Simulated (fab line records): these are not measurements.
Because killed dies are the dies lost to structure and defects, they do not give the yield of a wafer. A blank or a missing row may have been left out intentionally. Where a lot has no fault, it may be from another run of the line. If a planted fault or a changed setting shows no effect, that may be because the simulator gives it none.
Code-filled problem report in 8D (eight disciplines) form / flow n5_finfet / the parts of the form that need people (team, actions taken, sign-off) are left out

== 1. THE ISSUE ==
cd_nm at N5_FIN_SAQP_CD_MEAS_27 reads a mean of 22.00 nm on 3 wafers of 3 lots; wafers without a fault read 20.28 nm with a standard deviation of 0.24. That puts it +7.2 standard deviations away from the usual mean.
The step: target cd 20 nm.
First seen on wafer L294.4, day 6 05:16, on cd_sem-02. Wafers with a number at this step in the record: 26, from 9 lots. Rule for "out" (also "out of limits"): further than 4 standard deviations from the usual mean. The rest of the wafers with a number are treated as sound.

== 2. WHAT IT IS; WHAT IT IS NOT ==
question=which readings at this step | is=cd_nm | is not=-
question=which lots | is=L294, L295, L296 | is not=L277, L284, L285, L286, L299, L300
question=which wafers of those lots | is=L294.4, L295.3, L296.3 | is not=L294.1, L294.2, L295.2, L296.1, L296.6
question=read on which gauges | is=cd_sem-01, cd_sem-02 | is not=cd_sem-03
question=when | is=from day 6 05:16 | is not=up to then (14 sound wafers); but 9 sound wafers of L295, L296, L299, L300 came after

== 3. SUSPECTS, AND WHAT RULES EACH OUT ==
Counting: any tool at a process step up to the reading remains a suspect provided it ran every lot that is out. Sound lots after the first of them don't rule it out here, since some wafers of a struck lot are sound.
- the gauge at N5_FIN_SAQP_CD_MEAS_27: ruled out. Those wafers that are out were read across 2 gauges (cd_sem-01, cd_sem-02).
- ald_sin-03 at N5_FIN_SAQP_SPACER1_ALD_24 (deposits SiO2, target thk 20.3 nm, pulse time 1 s, purge time 2 s): kept. It ran every lot that is out, first L294 (day 6 04:20); its last sound lot up to then is L286 (day 4 06:49).
Remaining after the count: ald_sin-03 at N5_FIN_SAQP_SPACER1_ALD_24.

== 4. THE CAUSE (what the simulator had put in) ==
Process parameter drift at N5_FIN_SAQP_SPACER1_ALD_24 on ald_sin-03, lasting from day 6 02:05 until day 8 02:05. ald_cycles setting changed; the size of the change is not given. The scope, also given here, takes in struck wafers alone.
The count eliminated every tool but this one.

== 5. THE EFFECT CHAIN, in route order ==
Each row: a reading where the mean over the struck wafers with a number is more than 3 standard deviations away from the usual. Readings are gone through only where the record gives a usual standard deviation; hours: the median, over the lots, of the time from a lot's start at the first step in this table giving one to that lot's start at this step; sigmas: the change measured in usual standard deviations.
hours=0; step=N5_FIN_SAQP_CD_MEAS_27; reading=cd_nm; usual=20.28 nm; on struck wafers=22.00; change=+1.72; sigmas=+7.2
hours=261; step=N5_PASSIVATION_PROBE_49; reading=killed_at_front_end; usual=40; on struck wafers=76; change=+36; sigmas=+3.3
hours=261; step=N5_PASSIVATION_PROBE_49; reading=sort_bin_5_function; usual=5.4 %; on struck wafers=8.7; change=+3.3; sigmas=+3.7
The process steps in it:
- N5_PASSIVATION_PROBE_49
Later steps that measure or inspect, where all struck wafers having a row at the step show a number for every such reading and not one has moved that far: N5_BEOL_M4_RC_MEAS_101.

== 6. HOW IT WOULD HAVE BEEN CAUGHT EARLIER ==
The first out-of-limits reading at a measuring or inspecting step in this record came at day 6 05:16, 3 hours after the fault's start at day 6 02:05.
Tool readings at N5_FIN_SAQP_SPACER1_ALD_24 with a usual standard deviation given in the record: none out on any struck wafer, hence no alarm at a limit of 4 standard deviations on them.
Lots out: 3; of these, L295, L296 started N5_FIN_SAQP_SPACER1_ALD_24 on ald_sin-03 after day 6 05:16. A hold on the tool at that time would have spared those 2.
